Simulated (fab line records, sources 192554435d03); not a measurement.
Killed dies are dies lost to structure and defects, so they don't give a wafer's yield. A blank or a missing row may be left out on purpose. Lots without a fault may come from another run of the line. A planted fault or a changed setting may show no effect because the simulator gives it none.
fab line records | flow n5_finfet
record lots=10 wafers=29 last_day=17
route steps=1938 shown BEOL_M9@1446 PASSIVATION@1936
lots that met no fault: from a run of the same line without faults
start_h: hours from the record's first day to the start of the lot's first wafer shown | wait_h: hours since the lot's step before | " the same as in the row above | L1.1+2: a row that stands for several wafers | - no value, or no start given | * or withheld: withheld | < > ~ a bound
route shown NAME@n: a module of which the file shows steps, and the number in the route of the first | usual: mean/standard deviation of fault-free wafers | same: alike in all rows | chamber/n: place in a boat | sites: the reading at each site | _std_site: their standard deviation | _edge_site: outer sites' mean less inner sites' | radius_mm: how far each site lies from the wafer's centre | mask NAME#n: copy n | behind: the tool/chamber that last shaped the wafer | hold: why the lot was held/for how many hours/how that ended | device: the transistor (n, p or np) that didn't switch | end of line: the same wafers' tests at the end of the route | a step without rows: its recipe alone | killed: dies lost to structure and defects at the first sort, not the wafer's yield | map: a wafer's dies, x killed, . not, _ none there
set.NAME: the setting as run; set.NAME@STEP: as run at that earlier step | model.NAME: the simulator's own value behind a step, which no gauge read
steps of the route over a sample of lots; a table a step, a row a wafer
services: from which hour (start_h, from the record's first day; less than 0 if before it) a tool's chamber was out of use, for how many hours, and why
## steps
# step N5_BEOL_M9_TRENCH_ETCH_37
# recipe chemistry=C4F6/O2 target_depth_a=1514.3 target=SiCOH_lowk time_s=49 ion_energy_ev=250 pressure_mtorr=30 source_w=345 bias_w=185 Ar_flow_sccm=300 C4F6_flow_sccm=10 O2_flow_sccm=10
# usual chamber_pressure_mTorr=30.002/0.03 drypump_motor_current_A=5.5/0.46 oes_product_au=0.79/0.077 rf_vpp_V=665/19 showerhead_plenum_p_Torr=2.83/0.085 throttle_valve_pct=20.97/0.26
# columns lot.wafer tool chamber start_h wait_h chamber_pressure_mTorr drypump_motor_current_A oes_product_au rf_hours_counter_h rf_vpp_V showerhead_plenum_p_Torr throttle_valve_pct
L484.1 rie_diel-04 2 - - 30.034 5.2 0.86 43 690 2.91 20.99
L484.2 " 0 " " 29.988 5.6 0.89 26 664 2.76 20.92
L484.3 " 3 " " 30.006 4.8 0.95 10 653 2.83 20.71
L486.1 rie_diel-06 1 - - 29.985 6.3 0.86 37 681 2.99 20.69
L486.4 " 0 " " 30.004 5.0 0.69 235 667 2.80 21.28
L486.6 " 0 " " 30.002 5.1 0.68 - 668 2.80 21.26
L485.1 rie_diel-06 2 - - 29.983 5.7 0.76 138 681 2.76 21.32
L485.4 " 3 " " 30.010 4.8 0.85 48 641 2.77 20.57
L487.2 rie_diel-06 3 - - 30.040 4.8 0.85 50 643 2.77 20.58
L487.4 " 2 " " 30.001 5.6 0.76 139 680 2.76 21.32
L487.6 " 3 " " 30.038 4.8 0.84 - 641 2.77 20.59
L492.1 rie_diel-06 3 - - 30.017 4.8 0.82 59 642 2.77 20.60
L492.5 " 3 " " 30.022 4.8 0.83 - 642 2.77 20.59
L492.6 " 0 " " 29.965 5.0 0.67 - 666 2.80 21.29
L498.1 rie_diel-06 3 - - 29.975 4.8 0.82 71 640 2.76 20.61
L498.3 " 1 " " 30.011 6.3 0.82 64 678 2.98 20.73
L498.5 " 2 " " 29.988 5.6 0.74 - 681 2.75 21.34
L500.1 rie_diel-05 1 - - 30.033 5.8 0.78 129 636 2.83 20.84
L500.5 " 0 " " 30.029 5.1 0.74 - 677 2.72 21.15
L500.6 " 1 " " 30.002 5.8 0.78 - 637 2.83 20.84
L502.1 rie_diel-04 1 - - 29.981 5.4 0.69 229 666 2.81 21.33
L502.3 " 3 " " 29.976 4.8 0.89 45 654 2.81 20.76
L502.4 " 0 " " 30.018 5.6 0.85 56 664 2.75 20.99
L503.2 rie_diel-06 1 - - 29.955 6.3 0.81 77 680 2.97 20.74
L503.4 " 0 " " 29.968 5.0 0.92 14 665 2.79 20.99
L503.5 " 0 " " 29.993 5.1 0.91 - 669 2.79 21.01
L504.2 rie_diel-04 3 - - 29.969 4.8 0.89 51 653 2.81 20.75
L504.4 " 0 " " 29.992 5.6 0.84 61 664 2.74 20.99
L504.6 " 0 " " 29.981 5.6 0.84 - 663 2.74 20.99
# step N5_BEOL_M9_STRIP_80
# recipe chemistry=N2/H2 time_s=10 power_w=450 temp_c=40 pressure_mtorr=20 rf_frequency_hz=6e+07 bias_power_w=7 n2_flow_sccm=200 h2_flow_sccm=200
# usual chamber_pressure_mTorr=20.001/0.017 drypump_motor_current_A=5.5/0.46 oes_product_au=0.80/0.079 rf_vpp_V=59.3/0.97 showerhead_plenum_p_Torr=2.53/0.074 throttle_valve_pct=23.7/0.4
# columns lot.wafer tool chamber start_h wait_h chamber_pressure_mTorr drypump_motor_current_A oes_product_au rf_hours_counter_h rf_vpp_V showerhead_plenum_p_Torr throttle_valve_pct
L484.1 rie_diel-04 2 - - 20.012 5.2 0.87 43 59.4 2.59 23.8
L484.2 " 0 " " 19.965 5.6 0.91 26 59.2 2.49 23.7
L484.3 " 3 " " 20.018 4.8 0.97 10 59.3 2.47 23.0
L486.1 rie_diel-06 1 - - 20.013 6.3 0.87 37 61.0 2.68 23.2
L486.4 " 0 " " 20.012 5.0 0.69 235 58.8 2.53 24.4
L486.6 " 0 " " 19.993 5.0 0.69 - 60.8 2.53 24.4
L485.1 rie_diel-06 2 - - 20.005 5.6 0.77 138 58.4 2.44 24.1
L485.4 " 3 " " 19.999 4.8 0.86 48 59.8 2.49 23.6
L487.2 rie_diel-06 3 - - 20.002 4.8 0.86 50 58.3 2.49 23.6
L487.4 " 2 " " 19.982 5.6 0.77 139 59.8 2.44 24.1
L487.6 " 3 " " 20.024 4.8 0.87 - 58.9 2.49 23.6
L492.1 rie_diel-06 3 - - 19.993 4.8 0.85 59 58.9 2.49 23.6
L492.5 " 3 " " 19.990 4.8 0.85 - 57.6 2.49 23.6
L492.6 " 0 " " 19.979 5.0 0.67 - 59.2 2.52 24.4
L498.1 rie_diel-06 3 - - 19.966 4.8 0.84 71 60.1 2.48 23.6
L498.3 " 1 " " 19.987 6.3 0.84 64 60.3 2.67 23.2
L498.5 " 2 " " 20.044 5.6 0.76 - 60.3 2.43 24.1
L500.1 rie_diel-05 1 - - 20.006 5.8 0.78 129 58.3 2.54 23.4
L500.5 " 0 " " 19.949 5.1 0.73 - 60.0 2.44 24.2
L500.6 " 1 " " 20.005 5.8 0.78 - 60.7 2.54 23.4
L502.1 rie_diel-04 1 - - 20.002 5.4 0.68 229 58.9 2.49 23.9
L502.3 " 3 " " 20.000 4.8 0.90 45 59.8 2.46 23.0
L502.4 " 0 " " 20.002 5.6 0.87 56 58.4 2.48 23.8
L503.2 rie_diel-06 1 - - 20.024 6.3 0.82 77 59.8 2.66 23.2
L503.4 " 0 " " 19.991 5.0 0.92 14 59.2 2.51 24.2
L503.5 " 0 " " 19.981 5.0 0.93 - 58.4 2.51 24.2
L504.2 rie_diel-04 3 - - 20.014 4.8 0.88 51 58.4 2.45 23.0
L504.4 " 0 " " 20.018 5.6 0.85 62 59.1 2.48 23.8
L504.6 " 0 " " 20.025 5.6 0.86 - 59.2 2.48 23.8
# step N5_BEOL_M9_ECD_50
# recipe material=Cu target_thk_a=3180
# columns lot.wafer tool chamber start_h wait_h
L484.1+2+3 ecd_cu-02 0,1,1 211.53 0.1
L486.1+4+6 ecd_cu-02 1,1,0 217.58 0.1
L485.1+4 ecd_cu-02 0,1 227.26 0.1
L487.2+4+6 ecd_cu-01 1,0,0 232.19 0.1
L487.2+4+6 ecd_cu-01 1,0,0 232.48 0.3
L492.1+5+6 ecd_cu-02 0,0,1 261.34 0.1
L492.1+5+6 ecd_cu-02 0,0,1 261.63 0.3
L498.1+3+5 ecd_cu-01 0,1,1 295.21 0.1
L500.1+5+6 ecd_cu-02 1,1,0 305.80 0.2
L502.1+3+4 ecd_cu-01 0,1,0 326.78 0.1
L503.2+4+5 ecd_cu-02 0,1,0 338.88 0.1
L504.2+4+6 ecd_cu-02 1,1,0 346.36 0.1
# step N5_BEOL_M9_CMP_52
# recipe stop_on=SiCOH_lowk t_overpolish_s=7 down_force_psi=1 platen_rpm=50 clearing_platen_down_force_psi=1.5 clearing_platen_rpm=50 post_cmp_clean=cu_alkaline target_thk_nm=140 clearing_platen_pad_velocity_m_s=0.99484 pad_velocity_m_s=0.99484
# usual barrier_field_endpoint_s=28.8/0.98 clearing_platen_rpm=50.001/0.024 edge_zone_pressure_frac=1.001/0.0054 motor_current_A=6.0/0.57 overpolish_run_s=7.000/0.009 slurry_filter_dp_kPa=13.50/0.14 time_to_endpoint_s=65/4.6
# columns lot.wafer tool chamber start_h wait_h barrier_field_endpoint_s clearing_platen_rpm edge_zone_pressure_frac motor_current_A overpolish_run_s slurry_filter_dp_kPa time_to_endpoint_s
L484.3 cmp-02 3 212.27 0.2 29.1 50.017 0.994 6.4 7.011 13.40 71
L484.1 " 0 " " 28.3 49.951 1.001 6.5 7.001 13.51 60
L484.2 " 2 " " 28.3 49.987 0.994 6.5 6.995 13.58 59
L486.1 cmp-04 1 217.99 0.3 28.8 50.025 1.004 5.5 6.994 13.39 66
L486.4 " 0 " " 28.5 50.014 0.999 5.0 6.991 13.72 66
L486.6 " 1 " " 28.5 50.017 1.004 5.0 7.012 13.63 66
L485.4 cmp-02 2 231.11 0.2 28.9 49.986 1.003 6.6 6.991 13.58 61
L485.1 " 3 " " 30.3 50.022 0.999 6.3 7.010 13.60 73
L487.2 cmp-02 2 234.80 0.2 28.3 49.948 0.999 6.4 6.997 13.52 122
L487.4 " 0 " " 28.2 50.000 1.003 6.6 6.994 13.63 123
L487.6 " 1 " " 29.3 49.979 1.005 7.3 6.990 13.01 129
L492.1 cmp-01 1 262.15 0.4 26.9 49.984 0.998 5.3 7.003 13.31 117
L492.5 " 2 " " 28.7 50.010 1.000 6.1 6.982 13.28 130
L492.6 " 3 " " 31.1 50.019 0.999 5.3 6.993 13.44 142
L498.3 cmp-01 0 295.72 0.3 28.6 49.991 1.003 5.6 6.991 13.48 67
L498.1 " 2 " " 29.6 49.966 0.995 5.9 6.992 13.46 67
L498.5 " 1 " " 28.1 49.987 1.000 5.4 7.002 13.69 62
L500.1 cmp-02 1 306.43 0.3 28.0 49.984 1.007 6.8 6.994 13.71 63
L500.6 " 0 " " 27.3 50.018 1.002 6.2 6.996 13.18 61
L500.5 " 1 " " 28.1 50.075 1.001 7.1 7.002 13.50 64
L502.1 cmp-04 1 327.20 0.3 29.3 50.022 0.999 5.2 7.001 13.73 67
L502.4 " 3 " " 30.4 50.023 1.004 6.5 6.995 13.51 65
L502.3 " 0 " " 29.0 50.008 1.013 5.2 6.975 13.53 65
L503.4 cmp-04 3 340.13 0.2 28.9 50.008 1.003 6.0 7.012 13.32 64
L503.2 " 0 " " 28.4 50.001 1.007 5.2 6.987 13.41 61
L503.5 " 3 " " 29.5 50.002 0.997 6.2 7.008 13.35 63
L504.2 cmp-04 1 346.80 0.2 28.3 50.008 0.999 5.2 7.005 13.20 67
L504.4 " 2 " " 28.3 50.024 0.999 7.0 7.002 13.53 69
L504.6 " 1 " " 28.7 49.995 1.003 5.3 7.002 13.71 69
# step N5_BEOL_M9_RS_MEAS_57
# recipe thk_meas_gauge=four-point-probe reads=Cu_of_BEOL_M9_ECD_50+Co_of_BEOL_M9_CVD_78+TaN_of_BEOL_M9_ALD_74
# usual M9_RS=0.153/0.0035
# columns lot.wafer tool chamber start_h wait_h M9_RS[ohm/sq]
L484.1 film_metro-01 - 212.70 0.1 0.160
L484.2 " - " " 0.154
L484.3 " - " " 0.146
L486.1 film_metro-02 - 218.42 0.1 0.153
L486.4 " - " " 0.156
L486.6 " - " " 0.154
L485.1 film_metro-02 - 231.54 0.1 0.151
L485.4 " - " " 0.155
L487.2 film_metro-02 - 235.20 0.1 0.156
L487.4 " - " " 0.157
L487.6 " - " " 0.156
L492.1 film_metro-02 - 262.54 0.1 0.160
L492.5 " - " " 0.158
L492.6 " - " " 0.154
L498.1 film_metro-02 - 296.18 0.1 0.154
L498.3 " - " " 0.154
L498.5 " - " " 0.156
L500.1 film_metro-02 - 306.93 0.1 0.153
L500.5 " - " " 0.156
L500.6 " - " " 0.153
L502.1 film_metro-01 - 327.63 0.1 0.153
L502.3 " - " " 0.147
L502.4 " - " " 0.151
L503.2 film_metro-02 - 340.53 0.1 0.152
L503.4 " - " " 0.153
L503.5 " - " " 0.152
L504.2 film_metro-02 - 347.20 0.1 0.145
L504.4 " - " " 0.153
L504.6 " - " " 0.148
# step N5_PASSIVATION_PROBE_49
# usual defect_limited_yield=91.5/1.5 killed_at_M0_to_M3=33/9.9 killed_at_M4_up=14/5.2 killed_at_contacts=11/5.2 killed_at_front_end=38/10 killed_at_other=4/3.5 killed_dies=100/18 killed_open=66/14 killed_short=32/6.9 sort_bin_5_function=5.0/1 sort_bin_6_memory=3.1/0.69 sort_n_pass=1080/18 sort_yield_pct=91.5/1.5
# same gross_dies=1180 killed_at_back_side=0 sort_bin_4_leakage[%]=0 sort_bin_8_speed[%]=0
# columns lot.wafer tool chamber start_h wait_h defect_limited_yield[%] killed_at_M0_to_M3 killed_at_M4_up killed_at_contacts killed_at_front_end killed_at_other killed_dies killed_open killed_short sort_bin_5_function[%] sort_bin_6_memory[%] sort_n_pass sort_yield_pct[%]
L485.1 prober-02 - 287.44 0.0 89.7 48 19 9 30 15 121 84 36 6.1 4.1 1059 89.7
L485.4 prober-02 - 287.59 0.2 91.0 32 19 10 38 7 106 71 35 4.8 4.0 1074 91.0
L487.2 prober-01 - 292.70 0.1 93.4 35 8 13 18 4 78 51 26 4.2 2.2 1102 93.4
L487.4 prober-01 - 292.80 0.2 93.5 19 15 11 28 4 77 54 22 3.9 2.5 1103 93.5
L487.6 prober-01 - 292.90 0.3 89.7 38 5 17 59 2 121 73 47 5.9 3.8 1059 89.7
L492.6 prober-02 - 327.96 0.3 90.6 15 26 18 37 15 111 64 32 5.7 3.2 1069 90.6
L500.1 prober-01 - 365.22 0.0 92.5 20 11 15 42 1 89 48 40 4.5 2.7 1091 92.5
L500.5 prober-01 - 365.42 0.2 93.1 26 10 7 33 5 81 56 24 3.6 3.0 1099 93.1
L500.6 prober-01 - 365.47 0.3 92.6 21 13 20 28 5 87 59 26 4.2 2.9 1093 92.6
L504.2 prober-01 - 404.13 0.1 90.2 48 12 4 44 8 116 79 31 4.8 4.2 1064 90.2
L504.4 prober-01 - 404.23 0.2 87.2 56 15 11 54 15 151 97 45 7.5 5.0 1029 87.2
L504.6 prober-01 - 404.33 0.3 90.8 45 13 6 41 4 109 66 33 4.8 3.1 1071 90.8
# killed by level:class
L485.1 BEOL_M0_SAQP:geometric_particle:open=11 STI_FIN_REVEAL:geometric_particle:open=10 BEOL_M2:geometric_particle:open=10 FIN_SAQP:geometric_particle:open=9 BEOL_M4:geometric_particle:open=9 MOL_CONTACT_COAG:geometric_particle:open=8 BEOL_M0_SAQP:geometric_particle:short=6 BEOL_M1:geometric_particle:open=6
L485.4 FIN_SAQP:geometric_particle:short=11 FIN_SAQP:geometric_particle:open=8 MOL_CONTACT_COAG:geometric_particle:open=8 BEOL_M0_SAQP:geometric_particle:open=6 STI_FIN_REVEAL:geometric_particle:open=6 BEOL_M0_SAQP:geometric_particle:short=6 BEOL_M4:geometric_particle:open=6 BEOL_M5:geometric_particle:open=5
L487.2 MOL_CONTACT_COAG:geometric_particle:open=11 BEOL_M2:geometric_particle:open=10 BEOL_M0_SAQP:geometric_particle:open=8 BEOL_M0_SAQP:geometric_particle:short=7 STI_FIN_REVEAL:geometric_particle:open=5 BEOL_M4:geometric_particle:open=4 BEOL_M2:geometric_particle:short=3 FIN_SAQP:geometric_particle:short=3
L487.4 MOL_CONTACT_COAG:geometric_particle:open=8 BEOL_M0_SAQP:geometric_particle:open=6 FIN_SAQP:geometric_particle:short=4 FIN_SAQP:geometric_particle:open=4 STI_FIN_REVEAL:geometric_particle:open=4 GATE_CUT:geometric_particle:open=4 BEOL_M2:geometric_particle:open=4 BEOL_M7:geometric_particle:open=4
L487.6 STI_FIN_REVEAL:geometric_particle:open=19 MOL_CONTACT_COAG:geometric_particle:open=16 BEOL_M0_SAQP:geometric_particle:short=16 BEOL_M0_SAQP:geometric_particle:open=12 FIN_SAQP:geometric_particle:short=10 FIN_SAQP:geometric_particle:open=8 GATE_CUT:geometric_particle:short=6 GATE_CUT:geometric_particle:open=4
L492.6 MOL_CONTACT_COAG:geometric_particle:open=14 BEOL_M4:geometric_particle:open=14 PASSIVATION:area_etch=13 FIN_SAQP:geometric_particle:open=9 FIN_SAQP:geometric_particle:short=7 BEOL_M3:geometric_particle:open=7 BEOL_M4:geometric_particle:short=5 MOL_CONTACT_COAG:geometric_particle:short=4
L500.1 MOL_CONTACT_COAG:geometric_particle:open=12 FIN_SAQP:geometric_particle:short=11 STI_FIN_REVEAL:geometric_particle:open=7 GATE_CUT:geometric_particle:short=5 STARTING-WAFER:geometric_particle:open=5 DUMMY_GATE:geometric_particle:open=4 DUMMY_GATE:geometric_particle:short=4 BEOL_M0_SAQP:geometric_particle:open=4
L500.5 FIN_SAQP:geometric_particle:open=9 BEOL_M4:geometric_particle:open=7 BEOL_M2:geometric_particle:short=6 BEOL_M3:geometric_particle:open=6 DUMMY_GATE:geometric_particle:open=5 MOL_CONTACT_COAG:geometric_particle:open=5 BEOL_M0_SAQP:geometric_particle:open=5 STI_FIN_REVEAL:geometric_particle:open=4
L500.6 MOL_CONTACT_COAG:geometric_particle:open=14 BEOL_M1:geometric_particle:open=6 BEOL_M0_SAQP:geometric_particle:short=5 BEOL_M4:geometric_particle:open=5 STARTING-WAFER:geometric_particle:open=5 FIN_SAQP:geometric_particle:open=4 STI_FIN_REVEAL:geometric_particle:open=4 DUMMY_GATE:geometric_particle:open=4
L504.2 BEOL_M0_SAQP:geometric_particle:open=14 BEOL_M0_SAQP:geometric_particle:short=10 BEOL_M3:geometric_particle:open=10 STI_FIN_REVEAL:geometric_particle:open=9 DUMMY_GATE:geometric_particle:open=8 HKMG_FIN:area_etch=6 BEOL_M2:geometric_particle:open=5 FIN_SAQP:geometric_particle:open=4
L504.4 BEOL_M0_SAQP:geometric_particle:short=15 STI_FIN_REVEAL:geometric_particle:open=14 BEOL_M0_SAQP:geometric_particle:open=14 FIN_SAQP:geometric_particle:open=12 BEOL_M3:geometric_particle:open=11 MOL_CONTACT_COAG:geometric_particle:open=10 PASSIVATION:area_etch=9 BEOL_M2:geometric_particle:open=8
L504.6 BEOL_M0_SAQP:geometric_particle:open=16 BEOL_M3:geometric_particle:open=10 BEOL_M0_SAQP:geometric_particle:short=10 BEOL_M4:geometric_particle:open=7 HKMG_FIN:area_etch=7 FIN_SAQP:geometric_particle:open=6 STI_FIN_REVEAL:geometric_particle:open=5 STARTING-WAFER:geometric_particle:short=5
## services
# columns tool chamber start_h hours kind
rie_diel-05 - 199.23 2.8 pm
cmp-04 - 213.83 0.9 repair
cmp-01 - 213.90 4.0 pm
ecd_cu-01 - 229.77 2.2 repair
cmp-04 - 233.19 1.7 repair
ecd_cu-01 - 234.98 7.6 pm
cmp-01 - 236.25 10.6 pm
cmp-02 - 252.02 4.6 pm
cmp-01 - 257.26 2.1 repair
cmp-02 - 259.66 5.2 repair
rie_diel-06 0 261.52 - clean
rie_diel-06 0 261.52 - consumable_replace:focus_ring
rie_diel-06 0 261.52 27.6 scheduled_down
rie_diel-05 2 268.41 8.9 repair
cmp-02 - 269.14 1.4 repair
rie_diel-04 0 281.69 8.8 repair
cmp-04 - 286.21 1.1 repair
cmp-04 - 292.15 4.0 pm
rie_diel-06 3 296.55 2.8 repair
rie_diel-05 1 307.24 4.8 repair
cmp-04 - 317.03 4.6 repair
ecd_cu-01 - 328.57 0.5 repair
rie_diel-06 1 338.64 6.6 repair
cmp-01 - 339.06 4.9 pm
## key
first_sign step=N5_BEOL_M9_ECD_50 reading=visit direction=added
effect step=N5_BEOL_M9_CMP_52 reading=time_to_endpoint_s direction=up sigmas=13 usual=* struck=*
met_at N5_BEOL_M9_ECD_50
struck_lots L487,L492
baseline_loss step=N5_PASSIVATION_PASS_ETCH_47 wafers=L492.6
not_acting_at N5_BEOL_M9_TRENCH_ETCH_37,N5_BEOL_M9_STRIP_80,N5_BEOL_M9_RS_MEAS_57
fault kind=repeated_step_whole tool=ecd_cu-01,ecd_cu-02 chamber=- onset_h=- steps=N5_BEOL_M9_ECD_50 times=1 scope=struck_lots_only
# baseline_loss: these wafers lose ten dies or more at that step, a loss of the line's own and not of a fault; the sort's usual values leave them out
